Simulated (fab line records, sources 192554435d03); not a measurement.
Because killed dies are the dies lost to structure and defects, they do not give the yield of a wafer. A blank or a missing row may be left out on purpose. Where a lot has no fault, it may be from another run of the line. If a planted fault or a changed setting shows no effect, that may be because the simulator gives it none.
Which tool was responsible?	flow n5-finfet	20 lots, 60 wafers sampled, at 5 steps of a route of 1938

== WHAT EACH GAUGE READ, for each wafer ==
N5_SD_EPI_P_CD_MEAS_09: the cd target is 240 nm. Usual: cd-nm reads 239.8 nm (standard deviation 0.93).
lot	measured	on	cd-nm (nm)	flag
L074	day 3 05:02	cd-sem-02	237.8 237.8 238.7	
L076	day 3 16:34	cd-sem-03	239.8 238.8 239.7	
L077	day 4 01:41	cd-sem-01	238.7 238.9 239.9	
L078	day 4 08:24	cd-sem-01	239.0 240.6 239.8	
L081	day 4 23:34	cd-sem-03	240.3 238.9 239.6	
L082	day 5 08:01	cd-sem-03	239.6 240.8 240.4	
L083	day 5 13:01	cd-sem-02	238.9 239.0 238.8	
L084	day 5 20:26	cd-sem-03	238.5 239.5 239.5	
L085	day 6 01:28	cd-sem-03	239.8 239.9 238.9	
L086	day 6 07:55	cd-sem-01	240.4 239.2 237.9	
L087	day 6 15:02	cd-sem-02	238.9 240.3 241.8	
L088	day 6 23:09	cd-sem-02	240.3 241.9 240.0	
L089	day 7 00:32	cd-sem-03	241.3 240.8 239.2	
L090	day 7 09:17	cd-sem-03	241.1 239.1 240.6	
L091	day 7 17:10	cd-sem-01	241.0 241.4 239.5	
L092	day 7 18:19	cd-sem-01	240.4 239.2 240.4	
L094	day 8 06:44	cd-sem-01	240.1 239.3 239.2	
L095	day 8 11:16	cd-sem-01	238.2 238.6 240.2	
L096	day 9 00:17	cd-sem-03	238.6 240.7 241.3	
L097	day 9 05:49	cd-sem-01	240.4 239.3 240.1	

N5_SD_EPI_P_INSPECT_26: inspects for defects (darkfield). Usual: raw-defect-count reads 173 (standard deviation 41).
lot	measured	on	raw-defect-count	flag
L074	day 3 09:22	defect-inspect-01	148 195 196	
L076	day 3 20:56	defect-inspect-01	164 104 185	
L077	day 4 06:20	defect-inspect-02	225 146 164	
L078	day 4 12:13	defect-inspect-01	147 138 230	
L081	day 5 03:47	defect-inspect-01	158 124 145	
L082	day 5 12:00	defect-inspect-01	164 142 114	
L083	day 5 16:49	defect-inspect-02	175 180 126	
L084	day 6 00:14	defect-inspect-01	222 144 244	
L085	day 6 05:17	defect-inspect-02	191 276 189	
L086	day 6 12:04	defect-inspect-02	174 178 151	
L087	day 6 19:02	defect-inspect-02	136 207 150	
L088	day 7 03:06	defect-inspect-02	140 186 117	
L089	day 7 04:22	defect-inspect-01	183 134 93	
L090	day 7 13:14	defect-inspect-01	122 133 168	
L091	day 7 20:58	defect-inspect-02	98 131 142	
L092	day 7 22:09	defect-inspect-02	224 137 185	
L094	day 8 10:33	defect-inspect-01	225 272 262	
L095	day 8 15:05	defect-inspect-02	113 224 225	
L096	day 9 05:15	defect-inspect-01	123 193 274	
L097	day 9 10:34	defect-inspect-01	157 187 151	

== WHICH TOOL RAN EACH LOT (tool, then ch and the chambers of the sampled wafers, then the start) ==
lot	N5_DUMMY_GATE_HM_OPEN_21	N5_SD_EPI_N_ETCH_35	N5_SD_EPI_P_ETCH_37
L074	rie-diel-03 ch 1,2,3, day 2 22:00	rie-diel-02 ch 1,2,3, day 3 00:20	rie-diel-03 ch 1,2,3, day 3 05:44
L076	rie-diel-06 ch 2,3, day 3 10:37	rie-diel-01 ch 0,1,3, day 3 12:26	rie-diel-04 ch 1,2, day 3 16:58
L077	rie-diel-06 ch 2,3, day 3 18:52	rie-diel-02 ch 2,3, day 3 20:37	rie-diel-04 ch 1,2,3, day 4 02:01
L078	rie-diel-03 ch 1,2, day 4 00:27	rie-diel-02 ch 1,2, day 4 02:29	rie-diel-04 ch 0,3, day 4 08:35
L081	rie-diel-04 ch 0,3, day 4 17:19	rie-diel-05 ch 0,2, day 4 19:20	rie-diel-06 ch 0,1,2, day 5 00:08
L082	rie-diel-03 ch 1,2, day 5 00:56	rie-diel-02 ch 0,2,3, day 5 03:44	rie-diel-04 ch 0,1,2, day 5 08:22
L083	rie-diel-06 ch 0,1,3, day 5 05:44	rie-diel-05 ch 0,1,3, day 5 08:36	rie-diel-06 ch 0,2,3, day 5 13:11
L084	rie-diel-06 ch 0,2,3, day 5 12:44	rie-diel-02 ch 0,1,2, day 5 16:03	rie-diel-04 ch 0,2,3, day 5 20:37
L085	rie-diel-04 ch 0,2,3, day 5 17:10	rie-diel-01 ch 1,2,3, day 5 20:34	rie-diel-04 ch 0,1,2, day 6 01:39
L086	rie-diel-03 ch 0,2, day 6 00:38	rie-diel-01 ch 0,3, day 6 02:32	rie-diel-04 ch 1,2,3, day 6 08:26
L087	rie-diel-03 ch 0,1,3, day 6 06:56	rie-diel-01 ch 0,2,3, day 6 10:01	rie-diel-06 ch 1,2,3, day 6 15:25
L088	rie-diel-03 ch 0,1, day 6 16:44	rie-diel-05 ch 1,2,3, day 6 18:50	rie-diel-04 ch 1,2,3, day 6 23:26
L089	rie-diel-03 ch 0,2,3, day 6 18:01	rie-diel-02 ch 0,1,3, day 6 19:49	rie-diel-06 ch 1,2, day 7 00:43
L090	rie-diel-04 ch 1,2,3, day 7 00:46	rie-diel-01 ch 0,1,2, day 7 03:08	rie-diel-06 ch 1,2,3, day 7 09:37
L091	rie-diel-06 ch 0,3, day 7 10:17	rie-diel-05 ch 0,3, day 7 12:07	rie-diel-04 ch 0,1,2, day 7 17:20
L092	rie-diel-06 ch 0,2,3, day 7 11:14	rie-diel-05 ch 0,1,3, day 7 14:12	rie-diel-04 ch 0,1,2, day 7 18:30
L094	rie-diel-06 ch 0,2,3, day 8 00:28	rie-diel-05 ch 0,1,3, day 8 02:29	rie-diel-04 ch 0,2, day 8 06:55
L095	rie-diel-06 ch 1,2,3, day 8 04:01	rie-diel-02 ch 1,3, day 8 07:01	rie-diel-03 ch 0,3, day 8 11:26
L096	rie-diel-04 ch 0,2, day 8 17:00	rie-diel-02 ch 0,1, day 8 19:34	rie-diel-06 ch 0,2, day 9 00:46
L097	rie-diel-03 ch 0,1, day 8 21:47	rie-diel-05 ch 0,1,3, day 9 01:23	rie-diel-06 ch 1,2, day 9 06:00
- N5_DUMMY_GATE_HM_OPEN_21: chemistry CH3F/O2, target SiNx, target depth 120 nm, time 171.4 s.
- N5_SD_EPI_N_ETCH_35: etches SOC in N2/H2, overetch 108 nm, time 486 s.
- N5_SD_EPI_P_ETCH_37: etches SOC in N2/H2, overetch 108 nm, time 486 s.

== WHAT THE TOOLS THEMSELVES READ (means of the sampled wafers that have a number; where no wafer has one, the mark that the record gives instead) ==
N5_DUMMY_GATE_HM_OPEN_21. Usual: chamber-pressure-mTorr is 30.000 mTorr with standard deviation 0.025, drypump-motor-current-A is 5.8 A with standard deviation 0.33, mfc-ar-sccm is 150.0 sccm with standard deviation 0.45, oes-product-au is 0.76 a.u. with standard deviation 0.086, rf-vpp-V is 295 V with standard deviation 7, showerhead-plenum-p-Torr is 1.99 Torr with standard deviation 0.064, and throttle-valve-pct is 16.52 % with standard deviation 0.17.
lot	tool	chamber-pressure-mTorr (mTorr)	drypump-motor-current-A (A)	mfc-ar-sccm (sccm)	oes-product-au (a.u.)	rf-vpp-V (V)	showerhead-plenum-p-Torr (Torr)	throttle-valve-pct (%)	flag
L074	rie-diel-03	29.974	5.9	150.2	0.73	293	1.96	16.46	
L076	rie-diel-06	29.994	6.0	150.1	0.78	294	2.01	16.52	
L077	rie-diel-06	29.980	5.9	149.9	0.73	301	2.04	16.50	
L078	rie-diel-03	30.004	6.2	149.8	0.71	293	1.98	16.49	
L081	rie-diel-04	29.981	5.5	150.1	0.79	295	1.92	16.20	
L082	rie-diel-03	30.009	6.2	150.1	0.71	293	1.98	16.50	
L083	rie-diel-06	29.996	5.9	149.8	0.82	293	1.97	16.56	
L084	rie-diel-06	30.013	5.8	149.9	0.72	296	1.99	16.55	
L085	rie-diel-04	29.984	5.7	150.1	0.76	302	1.98	16.44	
L086	rie-diel-03	30.005	6.1	150.2	0.84	293	2.04	16.44	
L087	rie-diel-03	29.981	5.6	149.5	0.79	293	1.97	16.53	
L088	rie-diel-03	30.001	5.7	150.7	0.80	295	1.97	16.63	
L089	rie-diel-03	30.025	5.9	150.0	0.77	292	1.99	16.45	
L090	rie-diel-04	30.003	6.0	150.3	0.74	303	2.03	16.49	
L091	rie-diel-06	30.016	5.6	149.9	0.73	292	1.94	16.62	
L092	rie-diel-06	29.997	5.8	150.3	0.72	296	1.98	16.58	
L094	rie-diel-06	30.022	5.8	149.9	0.72	296	1.98	16.60	
L095	rie-diel-06	30.008	6.0	150.1	0.79	296	2.01	16.55	
L096	rie-diel-04	30.016	5.8	150.0	0.71	310	2.04	16.72	
L097	rie-diel-03	29.979	5.7	150.4	0.79	293	1.96	16.65	

N5_SD_EPI_N_ETCH_35. Usual: chamber-pressure-mTorr 19.999 mTorr, standard deviation 0.017; drypump-motor-current-A 5.4 A, standard deviation 0.43; oes-product-au 0.73 a.u., standard deviation 0.056; rf-vpp-V 241.3 V, standard deviation 1.4; showerhead-plenum-p-Torr 2.59 Torr, standard deviation 0.078; throttle-valve-pct 23.9 %, standard deviation 0.43.
lot	tool	chamber-pressure-mTorr (mTorr)	drypump-motor-current-A (A)	oes-product-au (a.u.)	rf-vpp-V (V)	showerhead-plenum-p-Torr (Torr)	throttle-valve-pct (%)	flag
L074	rie-diel-02	19.994	5.5	0.76	242.0	2.65	23.7	
L076	rie-diel-01	19.995	5.8	0.67	239.6	2.47	24.4	
L077	rie-diel-02	20.012	5.6	0.74	242.1	2.61	23.7	
L078	rie-diel-02	19.991	5.9	0.79	242.7	2.68	23.5	
L081	rie-diel-05	20.004	5.3	0.76	240.9	2.53	24.0	
L082	rie-diel-02	19.991	5.5	0.73	240.8	2.60	23.7	
L083	rie-diel-05	20.007	5.4	0.77	241.1	2.57	23.8	
L084	rie-diel-02	20.008	5.4	0.74	241.6	2.64	23.8	
L085	rie-diel-01	19.989	5.5	0.77	242.4	2.62	24.0	
L086	rie-diel-01	20.000	5.8	0.69	240.2	2.51	24.2	
L087	rie-diel-01	19.997	5.6	0.69	240.5	2.52	24.0	
L088	rie-diel-05	20.010	5.3	0.69	242.4	2.62	23.8	
L089	rie-diel-02	19.986	5.0	0.70	240.8	2.61	24.0	
L090	rie-diel-01	19.995	5.7	0.72	240.6	2.57	24.0	
L091	rie-diel-05	20.001	5.3	0.78	239.9	2.51	24.2	
L092	rie-diel-05	19.994	5.4	0.75	239.8	2.56	23.8	
L094	rie-diel-05	20.006	5.4	0.74	241.3	2.56	23.8	
L095	rie-diel-02	19.996	5.1	0.70	241.9	2.60	23.9	
L096	rie-diel-02	19.987	4.9	0.69	241.0	2.60	24.0	
L097	rie-diel-05	20.008	5.4	0.73	241.1	2.55	23.8	

N5_SD_EPI_P_ETCH_37. Usual: chamber-pressure-mTorr 19.998 mTorr, standard deviation 0.018; drypump-motor-current-A 5.9 A, standard deviation 0.32; oes-product-au 0.68 a.u., standard deviation 0.058; rf-vpp-V 240.3 V, standard deviation 1.5; showerhead-plenum-p-Torr 2.49 Torr, standard deviation 0.1; throttle-valve-pct 23.64 %, standard deviation 0.28.
lot	tool	chamber-pressure-mTorr (mTorr)	drypump-motor-current-A (A)	oes-product-au (a.u.)	rf-vpp-V (V)	showerhead-plenum-p-Torr (Torr)	throttle-valve-pct (%)	flag
L074	rie-diel-03	19.994	5.9	0.66	240.4	2.44	23.61	
L076	rie-diel-04	19.996	6.2	0.68	242.0	2.62	23.53	
L077	rie-diel-04	20.005	6.0	0.69	240.8	2.53	23.54	
L078	rie-diel-04	20.017	5.6	0.71	238.9	2.40	23.36	
L081	rie-diel-06	20.007	5.8	0.70	241.0	2.51	23.85	
L082	rie-diel-04	19.994	5.9	0.67	241.4	2.55	23.56	
L083	rie-diel-06	19.991	5.8	0.65	240.6	2.48	23.76	
L084	rie-diel-04	20.013	5.7	0.68	239.8	2.46	23.55	
L085	rie-diel-04	19.996	5.9	0.67	240.8	2.55	23.57	
L086	rie-diel-04	20.008	6.0	0.68	240.8	2.52	23.57	
L087	rie-diel-06	19.981	6.0	0.71	240.8	2.51	23.78	
L088	rie-diel-04	19.997	6.0	0.68	240.4	2.52	23.57	
L089	rie-diel-06	19.999	6.1	0.75	241.2	2.53	23.89	
L090	rie-diel-06	20.016	6.0	0.71	241.3	2.51	23.79	
L091	rie-diel-04	19.987	5.9	0.66	240.6	2.54	23.58	
L092	rie-diel-04	19.987	5.9	0.66	240.1	2.54	23.58	
L094	rie-diel-04	19.999	5.7	0.66	240.0	2.47	23.57	
L095	rie-diel-03	19.999	5.7	0.73	240.9	2.52	24.04	
L096	rie-diel-06	19.994	5.8	0.62	240.3	2.53	23.85	
L097	rie-diel-06	19.999	6.0	0.67	240.2	2.57	23.88	

== THE ANSWER, worked out from the rows above alone ==
Rule: a lot is off if the mean of its wafers that have a number lies more than 3 standard deviations from the usual mean. A lot without any number at a reading at which 4 lots or more have one is off too. Where the step has rows for the other lots, those lots are counted as sound. After the gauges, taken in route order, come the tools' own readings; for these a lot's mean is taken, as printed above. At the first step where some lot is off, the reading lying furthest off is the one used; lots without a number count as furthest.
Across all readings shown, no lot is off: no conclusion can be drawn from this.

== WHAT THE SIMULATOR HAD INSERTED ==
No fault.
